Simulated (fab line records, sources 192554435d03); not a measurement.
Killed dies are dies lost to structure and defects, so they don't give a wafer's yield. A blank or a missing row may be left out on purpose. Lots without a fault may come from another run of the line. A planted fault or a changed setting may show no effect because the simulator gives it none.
Problem report in the 8D (eight disciplines) form, filled by code | flow n5_finfet | the parts of the form that need people (team, actions taken, sign-off) are left out

1. THE PROBLEM
oes_product_au at N5_BEOL_M9_VIA_ETCH_34 reads a mean of 1.35 a.u. on 1 wafer of 1 lot; wafers without a fault read 0.80 a.u. with a standard deviation of 0.07. That is +7.9 standard deviations from the usual mean.
The step: etches SiCOH lowk in C4F6/O2, target depth 182.4 nm, time 68.4 s.
First seen on wafer L824.4, day 12 10:26, on rie_diel-05. The record holds 15 wafers of 5 lots with a number at this step. Rule for "out", or "out of limits": more than 4 standard deviations from the usual mean. The other wafers with a number count as sound.

2. WHAT IT IS AND WHAT IT IS NOT
question                    | is                | is not
which readings at this step | oes_product_au    | C4F6_flow_sccm, drypump_motor_current_A, rf_vpp_V, showerhead_plenum_p_Torr, throttle_valve_pct
which lots                  | L824              | L816, L825, L837, L838
which wafers of those lots  | L824.4            | L824.1, L824.3
read on which tools         | rie_diel-05       | rie_diel-03, rie_diel-04
when                        | from day 12 10:26 | up to then (8 sound wafers); but 6 sound wafers of L837, L838 came after

3. SUSPECTS, AND WHAT RULES EACH OUT
Counting: a tool at a process step up to the reading stays a suspect if it ran every lot that is out. Sound lots after the first of them don't rule it out here, since some wafers of a struck lot are sound.
- rie_diel-05 at N5_BEOL_M9_DESCUM_33 (chemistry O2, time 7 s): kept. It ran the lot that is out, L824 (day 12 10:15); its last sound lot up to then is L825 (day 11 18:23).
- rie_diel-05 at N5_BEOL_M9_ETCH_76 (etches underlayer in N2/H2, target depth 6.5 nm, time 5.2 s): kept. It ran the lot that is out, L824 (day 12 10:17); its last sound lot up to then is L825 (day 11 18:26).
- rie_diel-05 at N5_BEOL_M9_ETCH_65 (etches SiARC in CF4, target depth 15.6 nm, time 26 s): kept. It ran the lot that is out, L824 (day 12 10:19); its last sound lot up to then is L825 (day 11 18:26).
- rie_diel-05 at N5_BEOL_M9_ETCH_66 (etches SOC in N2/H2, target depth 80 nm, overetch 16 nm, time 120 s): kept. It ran the lot that is out, L824 (day 12 10:20); its last sound lot up to then is L825 (day 11 18:28).
- rie_diel-05 at N5_BEOL_M9_VIA_ETCH_34 (etches SiCOH lowk in C4F6/O2, target depth 182.4 nm, time 68.4 s): kept. It ran the lot that is out, L824 (day 12 10:26); its last sound lot up to then is L825 (day 11 18:34). Its own readings are out on those wafers: oes_product_au.
- Within rie_diel-05 at N5_BEOL_M9_DESCUM_33: the wafers that are out ran in chamber 3; their sound lot-mates ran in chambers 0, 2.
- Within rie_diel-05 at N5_BEOL_M9_ETCH_76: the wafers that are out ran in chamber 3; their sound lot-mates ran in chambers 0, 2.
- Within rie_diel-05 at N5_BEOL_M9_ETCH_65: the wafers that are out ran in chamber 3; their sound lot-mates ran in chambers 0, 2.
- Within rie_diel-05 at N5_BEOL_M9_ETCH_66: the wafers that are out ran in chamber 3; their sound lot-mates ran in chambers 0, 2.
- Within rie_diel-05 at N5_BEOL_M9_VIA_ETCH_34: the wafers that are out ran in chamber 3; their sound lot-mates ran in chambers 0, 2.
Left after counting: rie_diel-05 at N5_BEOL_M9_DESCUM_33, rie_diel-05 at N5_BEOL_M9_ETCH_76, rie_diel-05 at N5_BEOL_M9_ETCH_65, rie_diel-05 at N5_BEOL_M9_ETCH_66, rie_diel-05 at N5_BEOL_M9_VIA_ETCH_34.

4. THE CAUSE (what the simulator had put in)
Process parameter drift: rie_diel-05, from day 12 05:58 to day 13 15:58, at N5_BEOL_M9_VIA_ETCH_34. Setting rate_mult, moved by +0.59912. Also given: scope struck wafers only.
Counting left 5 suspects, and this tool is among them.

5. THE CHAIN OF EFFECTS, in route order
Each row: a reading whose mean over the struck wafers that have a number lies more than 3 standard deviations from the usual. Only readings for which the record gives a usual standard deviation are gone through. hours: the time from each lot's start at the first step in this table that gives one to its start at this step, as a median over the lots. sigmas: the change in usual standard deviations.
hours | step                   | reading        | usual     | on struck wafers | change | sigmas
0     | N5_BEOL_M9_VIA_ETCH_34 | oes_product_au | 0.80 a.u. | 1.35             | +0.55  | +7.9
The process steps in it:
- N5_BEOL_M9_VIA_ETCH_34: etches SiCOH lowk in C4F6/O2, target depth 182.4 nm, time 68.4 s.

6. WHAT WOULD HAVE CAUGHT IT SOONER
In this record the first reading out of limits was taken at day 12 10:26, 4 hours after the fault began at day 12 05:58.
